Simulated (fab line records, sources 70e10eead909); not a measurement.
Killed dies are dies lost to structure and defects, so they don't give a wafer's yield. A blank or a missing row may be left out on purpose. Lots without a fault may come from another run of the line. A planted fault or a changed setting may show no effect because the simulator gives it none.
A struck lot beside a sound one | flow nand_harc | 36 steps out of a route of 1302
Sound: wafers L812.1, L812.3, L812.5. Struck: wafer L823.2. (L823.1, L823.4 of the same lot were not struck and are left out.) The cause comes at the end.
At each step with rows: each side's tool, then ch and its chambers, then its first start. Under that, the readings that differ: sound wafers | struck wafers | difference of the means | sigmas: that difference in standard deviations of wafers without a fault.
alike: readings whose means differ by less than 2 such deviations, and words and numbers that are the same on both sides. not compared: withheld readings, readings that some wafer has no value for, bounds like >300 that may hide the same value, and numbers for which the record gives no deviation and whose values overlap.
The two part at a step that has a row with sigmas, a row that says differs or no value, or rows on one side only. Numbers that don't overlap but have no deviation are shown without sigmas and don't part them. A reading that every wafer of one side lacks parts them only if that side has two wafers or more.

first, 2 steps without rows for these wafers: NHARC_A_SLIT_PRECLEAN_19 (cleans in SC1); NHARC_A_SLIT_SRD_20.
NHARC_A_SLIT_CD_MEAS_21:
  sound on cd_sem-03, day 21 18:34; struck on cd_sem-02, day 25 22:49
  alike: cd_nm
then, 3 steps without rows for these wafers: NHARC_A_SIN_REMOVE_WET_00 (chemistry H3PO4, time 15300 s); NHARC_A_SIN_REMOVE_PRECLEAN_01 (cleans in SC1); NHARC_A_SIN_REMOVE_SRD_02.
NHARC_A_SIN_REMOVE_INSPECT_04:
  sound on defect_inspect-02, day 22 01:13; struck on defect_inspect-01, day 26 05:32
  alike: raw_defect_count
then, 1 step without rows for these wafers: NHARC_A_WL_FILL_ALD_00 (deposits Al2O3, target thk 3 nm, pulse time 3 s, ald cycles 30).
NHARC_A_WL_FILL_RTA_01: time 5 s.
  sound on rtp_anneal-02 ch 0, day 22 01:32; struck on rtp_anneal-01 ch 0, day 26 05:52
  reading             | sound          | struck | difference | sigmas
  lamp_power_pct (%)  | 33.9 34.0 33.9 | 28.6   | -5.3       | -2
  lamp_zone_4_pct (%) | 34.0 33.9 34.0 | 28.7   | -5.3       | -2
  lamp_zone_5_pct (%) | 33.9 34.0 33.9 | 28.7   | -5.2       | -2
  alike: lamp_zone_7_pct, wafer_temp_C_max
then, 1 step without rows for these wafers: NHARC_A_WL_FILL_ALD_02 (deposits TiN, target thk 2 nm, pulse time 3 s, ald cycles 100).
NHARC_A_WL_FILL_CVD_03: deposits W, target thk 40 nm, time 279 s.
  sound on cvd_w-02 ch 0,1, day 22 02:25; struck on cvd_w-01 ch 1, day 26 06:31
  alike: heater_power_w, throttle_valve_pct
then, 7 steps without rows for these wafers: NHARC_A_WL_FILL_ETCHBACK_04 (etches the open film in NF3, target depth 60 nm, time 120 s); NHARC_A_WL_FILL_ETCHBACK_05 (etches the open film in Cl2/BCl3, target depth 22 nm, time 60 s); NHARC_A_WL_FILL_STRIP_27 (strips in N2/H2, time 20 s); NHARC_A_WL_FILL_STRIP_28 (strips in post etch residue remover, time 1200 s); NHARC_A_WL_FILL_PRECLEAN_06 (cleans in DIW, time 300 s); NHARC_A_WL_FILL_SRD_07; NHARC_A_WL_FILL_ANNEAL_08 (time 1800 s).
NHARC_A_WL_FILL_ALD_10: deposits SiO2, target thk 50 nm, pulse time 10 s, ald cycles 500.
  sound on ald_hk-02 ch 0,1, day 22 08:39; struck on ald_hk-03 ch 2, day 26 13:03
  alike: heater_power_w, precursor_pulse_height_rel
then, 1 step without rows for these wafers: NHARC_A_WL_FILL_ETCHBACK_16 (etches the open film in C4F8/O2/Ar, target depth 120 nm, time 24 s).
NHARC_A_WL_FILL_STRIP_29: strips in O2, time 20 s.
  sound on rie_diel-07 ch 0,1,3, day 22 13:26; struck on rie_diel-03 ch 1, day 26 17:49
  alike: drypump_motor_current_A, oes_product_au, rf_vpp_V, showerhead_plenum_p_Torr, throttle_valve_pct
  not compared: rf_hours_counter_h
NHARC_A_WL_FILL_ETCHBACK_17: etches the open film in Cl2/BCl3, target depth 4 nm, time 26.7 s.
  sound on rie_metal-02 ch 0,1, day 22 13:31; struck on rie_metal-03 ch 1, day 26 17:55
  alike: drypump_motor_current_A, he_backside_leak_sccm, oes_product_au
  not compared: rf_hours_counter_h
then, 7 steps without rows for these wafers: NHARC_A_WL_FILL_PRECLEAN_18 (cleans in dHF, time 30 s); NHARC_A_WL_FILL_SRD_21; NHARC_A_WL_FILL_CVD_23 (deposits poly-Si, target thk 40 nm, time 800 s); NHARC_A_WL_FILL_ETCHBACK_26 (etches the open film in HBr, target depth 52 nm, time 13.3 s); NHARC_A_WL_FILL_PRECLEAN_30 (cleans in dHF, time 10 s); NHARC_A_WL_FILL_SRD_14; NHARC_A_WL_FILL_ALD_19 (deposits TiN, target thk 2 nm, pulse time 3 s, ald cycles 100).
NHARC_A_WL_FILL_CVD_20: deposits W, target thk 100 nm, time 74 s.
  sound on cvd_w-02 ch 0,1; struck on cvd_w-01 ch 1
  reading                | sound       | struck | difference | sigmas
  throttle_valve_pct (%) | 7.5 8.0 7.5 | 8.4    | +0.7       | +2
  alike: heater_power_w
then, 2 steps without rows for these wafers: NHARC_A_WL_FILL_CMP_12 (polishes, t overpolish 30 s, target thk 100 nm); NHARC_A_WL_FILL_SRD_31.
NHARC_A_WL_FILL_INSPECT_15:
  sound on defect_inspect-02, day 22 19:55; struck on defect_inspect-02, day 27 00:23
  alike: raw_defect_count
then, 2 steps without rows for these wafers: NHARC_A_CONTACT_DEP_24 (deposits SiO2, target thk 500 nm); NHARC_A_CONTACT_DEP_28 (deposits aC, target thk 7000 nm).
-- the record jumps here: 3 days lie between the struck wafers' starts before and after (it left off in module A_CONTACT and takes up again in module END, whose first step shown is number 1302 of the route) --
NHARC_END_SORT_01:
  the record has rows for the struck wafers here (prober-02 ch 0, day 30 03:23) and none for the sound ones

WHERE THEY PART
First at NHARC_A_WL_FILL_RTA_01; last, within this record, at NHARC_END_SORT_01.

WHY: what the simulator had put in
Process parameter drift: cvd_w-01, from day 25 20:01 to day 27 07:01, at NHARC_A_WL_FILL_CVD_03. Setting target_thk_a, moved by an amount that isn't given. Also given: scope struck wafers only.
